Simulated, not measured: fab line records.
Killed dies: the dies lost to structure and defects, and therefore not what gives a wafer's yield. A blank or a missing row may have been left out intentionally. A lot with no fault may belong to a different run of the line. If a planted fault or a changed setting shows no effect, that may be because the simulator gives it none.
Chamber matching ; flow n5 finfet ; N5_BEOL_M5_STRIP_64 on rie diel-01: 4 sister chambers
The step strips in CF4. 4 wafers are shown with their chamber, then 11 later ones without.

EACH WAFER AND ITS CHAMBER
wafer;chamber;showerhead plenum p Torr (Torr)
L084.4;3;1.77
L089.2;1;1.90
L089.3;0;1.81
L086.3;2;1.81

WAFERS WITHOUT THEIR CHAMBER
wafer;showerhead plenum p Torr (Torr)
L086.4;1.81
L086.6;1.81
L090.3;1.77
L090.4;1.81
L090.6;1.77
L093.1;1.76
L093.5;1.76
L093.6;1.80
L095.2;1.80
L095.3;1.76
L095.4;1.80

THE CHAMBER EACH PASSED THROUGH
wafer;from the rows above;in truth
L086.4;can't be placed: 0 or 2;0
L086.6;can't be placed: 0 or 2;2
L090.3;3;3
L090.4;can't be placed: 0 or 2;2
L090.6;3;3
L093.1;3;3
L093.5;3;3
L093.6;can't be placed: 0 or 2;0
L095.2;can't be placed: 0 or 2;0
L095.3;3;3
L095.4;can't be placed: 0 or 2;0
5 of 11 placed correctly. These rows do not allow placing 6 (true chamber among the candidates in 6). Wrongly placed: 0.
How it was worked out, from the rows above alone: a wafer's distance from a chamber is the root of the sum, over the readings, of the square of ((its reading less the chamber's mean) divided by the reading's scatter). If the next closest chamber is less than 2 further off than the closest, the wafer can't be placed; otherwise it belongs to the closest. For every chamber, the mean is computed from those of its wafers that are shown. The scatter: with one shown wafer a chamber, the root of the mean of the squares of how far each hidden wafer lies from its nearest shown one.
